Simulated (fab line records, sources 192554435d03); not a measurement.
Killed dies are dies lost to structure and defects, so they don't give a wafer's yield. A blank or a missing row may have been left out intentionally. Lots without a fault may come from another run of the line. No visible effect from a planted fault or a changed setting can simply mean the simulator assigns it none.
Chamber matching    flow n5_finfet    4 sister chambers for N5_BEOL_M2_VIA_ETCH_34 on rie_diel-01
The step etches the open film in C4F6/O2, target depth 69.4 nm, time 65.9 s. 8 wafers are shown with their chamber, then 9 later ones without.

== EACH WAFER AND ITS CHAMBER ==
wafer   chamber  throttle_valve_pct (%)  showerhead_plenum_p_Torr (Torr)
L077.4  3        30.82                   2.96
L077.5  1        30.55                   2.91
L087.6  0        30.37                   2.68
L088.1  3        30.84                   2.95
L088.5  2        30.77                   2.82
L089.2  0        30.38                   2.68
L089.4  2        30.78                   2.82
L089.6  1        30.56                   2.89

== WAFERS WITHOUT THEIR CHAMBER ==
wafer   throttle_valve_pct (%)  showerhead_plenum_p_Torr (Torr)
L090.2  30.79                   2.82
L090.3  30.37                   2.68
L090.6  30.85                   2.95
L092.2  30.85                   2.95
L092.4  30.59                   2.89
L092.5  30.78                   2.82
L093.2  30.57                   2.89
L093.3  30.38                   2.68
L093.5  30.78                   2.82

== WHICH CHAMBER EACH WENT THROUGH ==
wafer   from the rows above  in truth
L090.2  2                    2
L090.3  0                    0
L090.6  3                    3
L092.2  3                    3
L092.4  1                    1
L092.5  2                    2
L093.2  1                    1
L093.3  0                    0
L093.5  2                    2
Correct placement for 9 of the 9. Can't be placed from these rows: 0. 0 placed wrongly.
How it was worked out, from the rows above alone: a wafer's distance from a chamber is the root of the sum, over the readings, of the square of ((its reading less the chamber's mean) divided by the reading's scatter). The wafer belongs to the nearest chamber; if the next one is less than 2 further off, it can't be placed. For every chamber, the mean is computed from those of its wafers that are shown. How the scatter is found: for the shown wafers, subtract from each reading the mean of its chamber, square and add these, divide the total by (wafers less chambers), then take the root.
